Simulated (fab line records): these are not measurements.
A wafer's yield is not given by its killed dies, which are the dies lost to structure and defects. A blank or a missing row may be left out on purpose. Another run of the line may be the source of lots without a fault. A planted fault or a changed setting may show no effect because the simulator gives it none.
Which tool was responsible? ; flow nand_harc ; 14 lots with 38 wafers sampled at 6 steps, on a route of 1302 steps

== WHAT THE GAUGES SHOWED, per wafer ==
NHARC_A_ZERO_WELL_CD_MEAS_10: target cd 2000 nm.
lot;measured;on;cd_nm (nm)
L190;day 6 17:43;cd_sem-03;2002.1 2001.1 1997.7
L191;day 7 06:18;cd_sem-03;2002.9 2003.3 2001.3
L192;day 7 11:34;cd_sem-02;2000.5 2003.1 2003.0
L194;day 8 11:16;cd_sem-03;1999.3 1998.6 2003.2
L196;day 9 07:53;cd_sem-03;1998.5 1995.8 1996.2
L197;day 9 21:43;cd_sem-03;1998.6 2003.5 2000.7
L199;day 10 18:22;cd_sem-02;1995.7
L200;day 11 05:44;cd_sem-01;1998.4
L208;day 14 10:02;cd_sem-03;1999.4 2000.5 1999.2
L209;day 14 19:01;cd_sem-03;1999.2 1998.6 2001.1
L210;day 15 05:19;cd_sem-01;2004.0 1999.0 2004.4
L211;day 15 19:20;cd_sem-01;1999.0 1997.8 2000.2
L212;day 16 04:25;cd_sem-01;1997.7 1995.8 1999.0
L213;day 16 07:27;cd_sem-03;2002.2 2003.3 1999.2

NHARC_A_ONON_D1_THK_MEAS_11: measures by ellipsometry.
lot;measured;on;thk_nm (nm)
L190;day 7 19:19;film_metro-02;1001 1001 1001
L191;day 8 06:26;film_metro-02;995 995 995
L192;day 8 14:07;film_metro-01;999 996 997
L194;day 9 11:50;film_metro-02;995 994 995
L196;day 10 07:57;film_metro-02;1012 1015 1013
L197;day 10 22:15;film_metro-02;995 997 996
L199;day 11 20:08;film_metro-01;1008
L200;day 12 05:28;film_metro-01;995
L208;day 15 09:15;film_metro-01;991 988 991
L209;day 15 19:01;film_metro-01;1003 1003 1004
L210;day 16 06:40;film_metro-02;984 984 985
L211;day 16 19:22;film_metro-01;1002 1000 1001
L212;day 17 06:38;film_metro-02;1001 1001 1001
L213;day 17 06:38;film_metro-01;1007 1007 1005

NHARC_A_ONON_D1_THK_MEAS_34: measures by ellipsometry.
lot;measured;on;thk_nm (nm)
L190;day 8 07:27;film_metro-02;201.9 199.3 203.5
L191;day 8 17:33;film_metro-02;202.2 202.1 203.2
L192;day 9 01:22;film_metro-02;199.8 203.4 201.0
L194;day 9 23:19;film_metro-01;204.2 197.4 200.8
L196;day 10 23:35;film_metro-02;198.1 200.3 201.1
L197;day 11 09:19;film_metro-02;198.4 197.5 204.6
L199;day 12 07:14;film_metro-01;93.0 92.3
L200;day 12 16:35;film_metro-02;91.5 94.2
L208;day 15 23:22;film_metro-02;198.4 199.3 200.0
L209;day 16 06:31;film_metro-01;198.8 202.3 196.1
L210;day 16 17:46;film_metro-01;200.2 204.1 202.7
L211;day 17 06:28;film_metro-01;196.0 201.2 200.9
L212;day 17 18:35;film_metro-02;201.5 198.9 203.6
L213;day 17 18:36;film_metro-01;200.2 200.5 200.0

NHARC_END_SORT_01.
lot;measured;on;killed_at_array;killed_at_other;killed_at_periphery;killed_dies;killed_open;killed_short
L208;day 31 19:32;prober-02;81;4;3;88;3;4

== EACH LOT AND THE TOOL THAT RAN IT (in order: tool; ch and the chambers of the sampled wafers; start) ==
lot;NHARC_A_ZERO_WELL_ETCH_13;NHARC_A_ONON_D1_DEP_33
L190;rie_si-02 ch 1,2,3, day 6 18:05;pecvd-04 ch 0,1, day 8 07:02
L191;rie_si-05 ch 0,1,2, day 7 06:40;pecvd-01 ch 0,1,2, day 8 17:16
L192;rie_si-05 ch 0,1, day 7 11:55;pecvd-01 ch 0,1,2, day 9 00:58
L194;rie_si-01 ch 0,3, day 8 11:37;pecvd-02 ch 0,1,2, day 9 23:02
L196;rie_si-05 ch 0,1,2, day 9 08:14;pecvd-01 ch 0,2, day 10 23:10
L197;rie_si-05 ch 1,3, day 9 22:05;pecvd-01 ch 1,2, day 11 08:54
L199;rie_si-02 ch 0, day 10 18:46;pecvd-01 ch 2, day 12 07:02
L200;rie_si-05 ch 2, day 11 06:08;pecvd-01 ch 2, day 12 16:23
L208;rie_si-01 ch 0,1,2, day 14 10:25;pecvd-02 ch 0,1,2, day 15 22:57
L209;rie_si-05 ch 0,1, day 14 19:24;pecvd-04 ch 0,1, day 16 06:07
L210;rie_si-05 ch 2,3, day 15 05:40;pecvd-04 ch 0,1,2, day 16 17:21
L211;rie_si-02 ch 0,1,2, day 15 19:43;pecvd-04 ch 0,1, day 17 06:06
L212;rie_si-02 ch 2,3, day 16 04:47;pecvd-04 ch 0,1,2, day 17 18:10
L213;rie_si-05 ch 1,2,3, day 16 07:50;pecvd-01 ch 0,1,2, day 17 18:20
- NHARC_A_ZERO_WELL_ETCH_13: etches the open film in HBr/Cl2, target depth 120 nm, time 40.1 s.
- NHARC_A_ONON_D1_DEP_33: deposits SiO2, target thk 200 nm.

== AS READ BY THE TOOLS THEMSELVES (means over the sampled wafers that have a number; for cases with no such wafer, the mark the record gives instead) ==
NHARC_A_ZERO_WELL_ETCH_13.
lot;tool;drypump_motor_current_A (A);oes_product_au (a.u.);throttle_valve_pct (%)
L190;rie_si-02;5.8;1.008;26.415
L191;rie_si-05;5.5;1.002;26.400
L192;rie_si-05;5.8;0.992;26.414
L194;rie_si-01;6.3;0.973;26.404
L196;rie_si-05;5.5;1.001;26.412
L197;rie_si-05;5.9;1.003;26.407
L199;rie_si-02;5.5;1.001;26.402
L200;rie_si-05;4.9;0.991;26.410
L208;rie_si-01;5.9;0.995;26.407
L209;rie_si-05;5.8;1.000;26.417
L210;rie_si-05;6.0;1.000;26.417
L211;rie_si-02;5.5;0.998;26.405
L212;rie_si-02;5.7;1.000;26.408
L213;rie_si-05;5.7;1.000;26.401

NHARC_A_ONON_D1_DEP_33.
lot;tool;heater_power_w (W);throttle_valve_pct (%)
L190;pecvd-04;656;16.1
L191;pecvd-01;501;15.4
L192;pecvd-01;511;15.3
L194;pecvd-02;539;16.1
L196;pecvd-01;499;15.5
L197;pecvd-01;529;15.3
L199;pecvd-01;580;15.5
L200;pecvd-01;558;15.6
L208;pecvd-02;541;16.1
L209;pecvd-04;698;16.1
L210;pecvd-04;538;16.3
L211;pecvd-04;673;16.1
L212;pecvd-04;559;16.2
L213;pecvd-01;479;15.5

== THE ANSWER, worked out from the rows above alone ==
Rule: what is usual is taken from the lots themselves. Put in order of their means at a reading, lots are off if they are a third of the lots or fewer, leave a main group of 4 or more, and stand apart from it by a gap of 3 or more times the standard deviation of the main group's means; of several such gaps the widest counts. The tables above print the reading to a certain number of digits; a main group whose means all agree to those digits is not used. A lot without any number at a reading at which 4 lots or more have one is off too. The other lots that the step has rows for count as sound. Order of review: gauges by route order, followed by the tools' own readings, for which a lot's mean as printed above is used. At the first step where some lot is off, the reading lying furthest off is the one used; lots without a number count as furthest.
Off, at NHARC_A_ONON_D1_THK_MEAS_34 on thk_nm: L199, L200. For the main group the mean is 200.7 nm and the standard deviation 1.1.
A tool fits if, at a process step before that reading, it ran every lot that is off, and no sound lot after the first of them. Gauges at NHARC_A_ONON_D1_THK_MEAS_34: tried the same way as those tools. Not one of the candidates tried fits.

== WHAT HAD BEEN PUT IN BY THE SIMULATOR ==
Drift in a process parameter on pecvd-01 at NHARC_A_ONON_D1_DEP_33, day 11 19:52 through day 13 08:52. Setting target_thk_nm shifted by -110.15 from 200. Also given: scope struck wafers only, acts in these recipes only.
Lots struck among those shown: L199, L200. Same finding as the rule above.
